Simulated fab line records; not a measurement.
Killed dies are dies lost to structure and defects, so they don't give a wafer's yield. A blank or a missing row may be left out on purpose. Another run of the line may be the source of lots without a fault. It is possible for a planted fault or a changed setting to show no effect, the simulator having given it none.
Which tool is to blame?	flow n5-finfet	Sampling: 11 lots, 33 wafers, 2 of 1938 route steps

WHAT THE GAUGES SHOWED, per wafer
N5_BEOL_M9_INSPECT_30: inspects for defects (brightfield). Usual: raw-defect-count at 384, with a standard deviation of 87.
lot	measured	on	raw-defect-count	flag
L596	day 11 01:29	defect-inspect-01	239 377 380	
L597	day 11 08:39	defect-inspect-01	368 317 407	
L599	day 11 20:58	defect-inspect-01	299 323 248	
L598	day 12 02:02	defect-inspect-01	409 332 330	
L601	day 12 11:19	defect-inspect-01	436 333 331	
L607	day 14 00:04	defect-inspect-02	341 409 458	
L606	day 14 12:05	defect-inspect-01	342 376 329	
L610	day 14 16:44	defect-inspect-02	701 370 406	
L613	day 14 23:48	defect-inspect-02	323 238 284	
L614	day 16 04:23	defect-inspect-02	500 360 485	
L615	day 17 00:41	defect-inspect-01	446 402 389	

WHICH TOOL RAN EACH LOT (tool, then ch and the chambers of the sampled wafers, then the start)
lot	N5_BEOL_M9_STRIP_67
L596	rie-diel-05 ch 0,1,3, day 10 23:56
L597	rie-diel-05 ch 0,1,2, day 11 07:59
L599	rie-diel-05 ch 0,2, day 11 18:38
L598	rie-diel-04 ch 0,1,3, day 11 21:44
L601	rie-diel-05 ch 0,3, day 12 08:55
L607	rie-diel-05 ch 0,2,3, day 13 23:07
L606	rie-diel-03 ch 0,1,3, day 14 10:45
L610	rie-diel-03 ch 0,1,3, day 14 14:22
L613	rie-diel-05 ch 1,2,3, day 14 19:02
L614	rie-diel-05 ch 1,2,3, day 16 03:19
L615	rie-diel-04 ch 0,2, day 16 23:40
- N5_BEOL_M9_STRIP_67: strips in CF4.

WHAT THE TOOLS THEMSELVES READ (means of the sampled wafers that have a number; where no wafer has one, the mark that the record gives instead)
N5_BEOL_M9_STRIP_67. Usual: drypump-motor-current-A 5.6 A, standard deviation 0.34; oes-product-au 0.74 a.u., standard deviation 0.066; power-w 300.0 W, standard deviation 0.84; rf-vpp-V 271.4 V, standard deviation 1.2; showerhead-plenum-p-Torr 1.80 Torr, standard deviation 0.04; throttle-valve-pct 13.71 %, standard deviation 0.22.
lot	tool	drypump-motor-current-A (A)	oes-product-au (a.u.)	power-w (W)	rf-vpp-V (V)	showerhead-plenum-p-Torr (Torr)	throttle-valve-pct (%)	flag
L596	rie-diel-05	5.7	0.72	299.5	271.8	1.80	13.78	
L597	rie-diel-05	5.5	0.71	299.7	271.8	1.80	13.71	
L599	rie-diel-05	5.6	0.72	300.4	272.5	1.82	13.74	
L598	rie-diel-04	5.6	0.82	300.1	270.9	1.78	13.64	
L601	rie-diel-05	5.8	0.71	300.0	271.8	1.83	13.82	
L607	rie-diel-05	5.6	0.71	299.9	271.7	1.80	13.75	
L606	rie-diel-03	5.4	0.75	300.8	270.8	1.80	13.79	
L610	rie-diel-03	5.4	0.75	300.2	269.9	1.80	13.78	
L613	rie-diel-05	5.6	0.70	299.9	270.9	1.77	13.75	
L614	rie-diel-05	5.5	0.70	300.1	271.5	1.77	13.75	
L615	rie-diel-04	6.4	0.82	299.9	272.2	1.86	13.39	

THE ANSWER, worked out from the rows above alone
Rule: a lot counts as off when the mean over its wafers that have a number is more than 3 standard deviations away from the usual mean. Also off: a lot with no number at a reading for which 4 or more lots have one. Where the step has rows for the other lots, those lots are counted as sound. After the gauges, taken in route order, come the tools' own readings; for these a lot's mean is taken, as printed above. At the first step where some lot is off, the reading lying furthest off is the one used; lots without a number count as furthest.
Across all readings shown, no lot is off: no conclusion can be drawn from this.

WHAT HAD BEEN PUT IN BY THE SIMULATOR
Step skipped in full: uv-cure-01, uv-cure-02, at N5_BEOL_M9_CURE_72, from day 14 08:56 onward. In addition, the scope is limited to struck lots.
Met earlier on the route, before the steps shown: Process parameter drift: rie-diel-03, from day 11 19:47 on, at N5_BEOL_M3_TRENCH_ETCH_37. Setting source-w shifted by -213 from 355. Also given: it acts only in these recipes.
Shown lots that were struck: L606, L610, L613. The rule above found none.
